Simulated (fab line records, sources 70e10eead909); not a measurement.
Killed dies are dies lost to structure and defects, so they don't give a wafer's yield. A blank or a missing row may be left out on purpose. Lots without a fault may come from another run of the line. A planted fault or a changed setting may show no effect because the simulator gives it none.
Which tool did it? | flow nand_harc | 12 lots, 36 wafers sampled, at 4 steps of a route of 1302

WHAT THE GAUGES READ, wafer by wafer
The record holds no reading of a measuring or inspecting step that can be judged against a usual standard deviation.

WHICH TOOL RAN EACH LOT (tool, then ch and the chambers of the sampled wafers, then the start)
lot  | NHARC_A_CHANNEL_HOLE_D2_ETCH_21  | NHARC_A_CHANNEL_HOLE_D2_ETCH_22  | NHARC_A_CHANNEL_FILL_D2_ANNEAL_22 | NHARC_A_CHANNEL_FILL_D2_STRIP_29
L679 | har_etch-01 ch 0,1, day 13 17:05 | har_etch-01 ch 0,1, day 13 17:34 | furnace-01 ch 0, day 15 06:04     | rie_diel-12 ch 0,1, day 15 15:57
L680 | har_etch-01 ch 0,1, day 14 06:40 | har_etch-01 ch 0,1, day 14 07:07 | furnace-06 ch 0, day 15 19:14     | rie_diel-11 ch 0,2,3, no start
L682 | har_etch-01 ch 0,1, day 15 06:18 | har_etch-01 ch 0,1, day 15 06:49 | furnace-03 ch 0, day 16 20:10     | rie_diel-11 ch 1,2, no start
L684 | har_etch-01 ch 1, day 15 14:43   | har_etch-01 ch 1, day 15 15:11   | furnace-03 ch 0, day 17 05:49     | rie_diel-11 ch 1,2,3, no start
L686 | har_etch-01 ch 0,1, day 16 10:07 | har_etch-01 ch 0,1, day 16 10:33 | furnace-01 ch 0, day 17 23:51     | rie_diel-11 ch 1,2, no start
L693 | har_etch-01 ch 0,1, day 18 23:22 | har_etch-01 ch 0,1, day 18 23:49 | furnace-03 ch 0, day 20 14:56     | rie_diel-11 ch 0,2,3, no start
L695 | har_etch-01 ch 0,1, day 19 21:41 | har_etch-01 ch 0,1, day 19 22:10 | furnace-06 ch 0, day 21 10:28     | rie_diel-12 ch 1,2,3, no start
L696 | har_etch-02 ch 0,1, day 20 08:11 | har_etch-02 ch 0,1, day 20 08:38 | furnace-03 ch 0, day 21 20:44     | rie_diel-11 ch 1,2,3, no start
L698 | har_etch-01 ch 0,1, day 21 12:44 | har_etch-01 ch 0,1, day 21 13:11 | furnace-03 ch 0, day 23 02:00     | rie_diel-05 ch 0,3, no start
L699 | har_etch-01 ch 0,1, day 21 21:43 | har_etch-01 ch 0,1, day 21 22:11 | furnace-03 ch 0, day 23 13:12     | rie_diel-11 ch 0,2,3, no start
L700 | har_etch-02 ch 0,1, day 22 00:07 | har_etch-02 ch 0,1, day 22 00:36 | furnace-03 ch 0, day 23 13:12     | rie_diel-11 ch 0,1,3, no start
L701 | har_etch-01 ch 0,1, day 22 06:58 | har_etch-01 ch 0,1, day 22 07:24 | furnace-03 ch 0, day 23 21:25     | rie_diel-12 ch 0,2, no start
- NHARC_A_CHANNEL_HOLE_D2_ETCH_21: etches the open film in C4F8/O2/Ar, time 514.3 s, target depth 1600 nm.
- NHARC_A_CHANNEL_HOLE_D2_ETCH_22: etches the open film in C4F8/O2/Ar, time 666.7 s, target depth 1600 nm.
- NHARC_A_CHANNEL_FILL_D2_ANNEAL_22: time 7200 s.
- NHARC_A_CHANNEL_FILL_D2_STRIP_29: strips in O2, time 20 s.

WHAT THE TOOLS THEMSELVES READ (means of the sampled wafers that have a number; where no wafer has one, the mark that the record gives instead)
NHARC_A_CHANNEL_HOLE_D2_ETCH_21. Usual: drypump_motor_current_A 5.84 A, standard deviation 0.2; showerhead_plenum_p_Torr 3.57 Torr, standard deviation 0.16; temp_c -20.00 C, standard deviation 0.1; throttle_valve_pct 32.155 %, standard deviation 0.0077.
lot  | tool        | drypump_motor_current_A (A) | showerhead_plenum_p_Torr (Torr) | temp_c (C) | throttle_valve_pct (%) | flag
L679 | har_etch-01 | 5.79                        | 3.54                            | -19.91     | 32.154                 |
L680 | har_etch-01 | 5.76                        | 3.54                            | -19.92     | 32.160                 |
L682 | har_etch-01 | 5.75                        | 3.53                            | -20.04     | 32.156                 |
L684 | har_etch-01 | 5.64                        | 3.55                            | -20.00     | 32.158                 |
L686 | har_etch-01 | 5.90                        | 3.49                            | -19.91     | 32.154                 |
L693 | har_etch-01 | 5.92                        | 3.47                            | -20.09     | 32.153                 |
L695 | har_etch-01 | 5.91                        | 3.46                            | -19.95     | 32.151                 |
L696 | har_etch-02 | 5.79                        | 3.90                            | -20.02     | 32.143                 |
L698 | har_etch-01 | 5.92                        | 3.45                            | -19.97     | 32.153                 |
L699 | har_etch-01 | 5.92                        | 3.45                            | -20.00     | 32.166                 |
L700 | har_etch-02 | 5.80                        | 3.89                            | -20.02     | 32.153                 |
L701 | har_etch-01 | 5.91                        | 3.44                            | -20.11     | 32.153                 |

NHARC_A_CHANNEL_HOLE_D2_ETCH_22. Usual: drypump_motor_current_A 5.85 A, standard deviation 0.2; showerhead_plenum_p_Torr 3.57 Torr, standard deviation 0.16; temp_c -19.98 C, standard deviation 0.11; throttle_valve_pct 32.155 %, standard deviation 0.009.
lot  | tool        | drypump_motor_current_A (A) | showerhead_plenum_p_Torr (Torr) | temp_c (C) | throttle_valve_pct (%) | flag
L679 | har_etch-01 | 5.77                        | 3.54                            | -19.91     | 32.138                 |
L680 | har_etch-01 | 5.79                        | 3.53                            | -19.98     | 32.150                 |
L682 | har_etch-01 | 5.79                        | 3.53                            | -19.98     | 32.146                 |
L684 | har_etch-01 | 5.63                        | 3.55                            | -19.98     | 32.151                 |
L686 | har_etch-01 | 5.92                        | 3.49                            | -20.15     | 32.155                 |
L693 | har_etch-01 | 5.91                        | 3.47                            | -20.01     | 32.160                 |
L695 | har_etch-01 | 5.91                        | 3.46                            | -20.09     | 32.154                 |
L696 | har_etch-02 | 5.79                        | 3.90                            | -19.88     | 32.155                 |
L698 | har_etch-01 | 5.93                        | 3.45                            | -20.00     | 32.158                 |
L699 | har_etch-01 | 5.91                        | 3.45                            | -20.11     | 32.159                 |
L700 | har_etch-02 | 5.78                        | 3.89                            | -19.88     | 32.159                 |
L701 | har_etch-01 | 5.92                        | 3.44                            | -19.97     | 32.160                 |

NHARC_A_CHANNEL_FILL_D2_ANNEAL_22. Usual: spike_tc_bottom_C 640.9 C, standard deviation 2.5; spike_tc_centre_C 620.7 C, standard deviation 1.3; spike_tc_lower_C 620.2 C, standard deviation 1.1; spike_tc_top_C 634.1 C, standard deviation 2; spike_tc_upper_C 619.7 C, standard deviation 1.4; tube_center_temp_C 620 C, standard deviation 0.062; tube_center_temp_C_max 621.55, standard deviation 0.23.
lot  | tool       | spike_tc_bottom_C (C) | spike_tc_centre_C (C) | spike_tc_lower_C (C) | spike_tc_top_C (C) | spike_tc_upper_C (C) | tube_center_temp_C (C) | tube_center_temp_C_max | flag
L679 | furnace-01 | 644.4                 | 619.6                 | 619.8                | 633.3              | 619.3                | 620                    | 621.51                 |
L680 | furnace-06 | 637.3                 | 620.1                 | 619.8                | 637.4              | 619.4                | 620                    | 621.63                 |
L682 | furnace-03 | 641.8                 | 621.1                 | 620.7                | 632.7              | 621.7                | 620                    | 621.53                 |
L684 | furnace-03 | 642.0                 | 620.8                 | 620.7                | 633.0              | 620.4                | 620                    | 621.69                 |
L686 | furnace-01 | 643.9                 | 619.3                 | 619.7                | 632.2              | 618.3                | 620                    | 621.57                 |
L693 | furnace-03 | 642.2                 | 620.0                 | 621.6                | 633.1              | 619.2                | 620                    | 621.68                 |
L695 | furnace-06 | 636.2                 | 620.6                 | 618.8                | 635.9              | 619.9                | 620                    | 621.81                 |
L696 | furnace-03 | 641.1                 | 621.6                 | 621.1                | 632.6              | 620.0                | 620                    | 621.47                 |
L698 | furnace-03 | 670.3                 | 649.6                 | 650.1                | 661.3              | 648.8                | 649                    | 650.21                 | OFF
L699 | furnace-03 | 670.0                 | 649.9                 | 649.7                | 660.3              | 648.7                | 649                    | 649.95                 | OFF
L700 | furnace-03 | 669.6                 | 651.0                 | 648.9                | 661.3              | 650.0                | 649                    | 650.13                 | OFF
L701 | furnace-03 | 669.7                 | 649.8                 | 648.5                | 660.8              | 649.0                | 649                    | 650.26                 | OFF

NHARC_A_CHANNEL_FILL_D2_STRIP_29. Usual: drypump_motor_current_A 5.8 A, standard deviation 0.43; oes_product_au 0.997 a.u., standard deviation 0.0084; rf_vpp_V 57.5 V, standard deviation 0.88; showerhead_plenum_p_Torr 3.43 Torr, standard deviation 0.086; throttle_valve_pct 17.037 %, standard deviation 0.0096.
lot  | tool        | drypump_motor_current_A (A) | oes_product_au (a.u.) | rf_vpp_V (V) | showerhead_plenum_p_Torr (Torr) | throttle_valve_pct (%) | flag
L679 | rie_diel-12 | 5.3                         | 0.994                 | 57.9         | 3.47                            | 17.029                 |
L680 | rie_diel-11 | 6.2                         | 0.996                 | 57.8         | 3.46                            | 17.035                 |
L682 | rie_diel-11 | 5.9                         | 0.989                 | 57.6         | 3.46                            | 17.043                 |
L684 | rie_diel-11 | 6.1                         | 0.993                 | 57.4         | 3.47                            | 17.044                 |
L686 | rie_diel-11 | 6.0                         | 0.987                 | 57.9         | 3.46                            | 17.034                 |
L693 | rie_diel-11 | 6.2                         | 0.998                 | 57.4         | 3.46                            | 17.042                 |
L695 | rie_diel-12 | 5.5                         | 0.997                 | 56.8         | 3.32                            | 17.029                 |
L696 | rie_diel-11 | 6.1                         | 1.004                 | 57.2         | 3.47                            | 17.039                 |
L698 | rie_diel-05 | 5.1                         | 1.012                 | 57.5         | 3.42                            | 17.026                 |
L699 | rie_diel-11 | 6.2                         | 1.001                 | 57.6         | 3.45                            | 17.035                 |
L700 | rie_diel-11 | 6.1                         | 0.998                 | 57.8         | 3.46                            | 17.034                 |
L701 | rie_diel-12 | 5.6                         | 0.997                 | 56.6         | 3.40                            | 17.031                 |

THE ANSWER, worked out from the rows above alone
Rule: a lot is off if the mean of its wafers that have a number lies more than 3 standard deviations from the usual mean. A lot without any number at a reading at which 4 lots or more have one is off too. The other lots that the step has rows for count as sound. The gauges are gone through in route order, then the tools' own readings, and for those a lot's mean is taken as printed above. The first step at which some lot is off is used, and at that step the reading that is off furthest; a lot without a number counts as furthest.
Off: L698, L699, L700, L701, at NHARC_A_CHANNEL_FILL_D2_ANNEAL_22 (tube_center_temp_C).
A tool fits if, at that step or a process step before it, it ran every lot that is off, and no sound lot after the first of them. One fits: furnace-03 at NHARC_A_CHANNEL_FILL_D2_ANNEAL_22. Its last sound lot is L696 (day 21 20:44), its first lot that is off L698 (day 23 02:00): a fault that began between those two fits.
The tool's own readings at NHARC_A_CHANNEL_FILL_D2_ANNEAL_22 bear it out: on the lots that are off they differ by more than 5 times the standard deviation of the sound lots' means. spike_tc_bottom_C reads 669.9 C there against 641.1 C on the sound lots; spike_tc_centre_C reads 650.1 C there against 620.4 C on the sound lots; spike_tc_lower_C reads 649.3 C there against 620.3 C on the sound lots; spike_tc_top_C reads 660.9 C there against 633.8 C on the sound lots; spike_tc_upper_C reads 649.1 C there against 619.8 C on the sound lots; tube_center_temp_C reads 649 C there against 620 C on the sound lots; tube_center_temp_C_max reads 650.14 there against 621.61 on the sound lots.

WHAT THE SIMULATOR HAD PUT IN
Process parameter drift: furnace-03, from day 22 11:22 on, at NHARC_A_CHANNEL_FILL_D2_ANNEAL_22. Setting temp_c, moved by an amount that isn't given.
Lots struck among those shown: L698, L699, L700, L701. The rule above found the same.
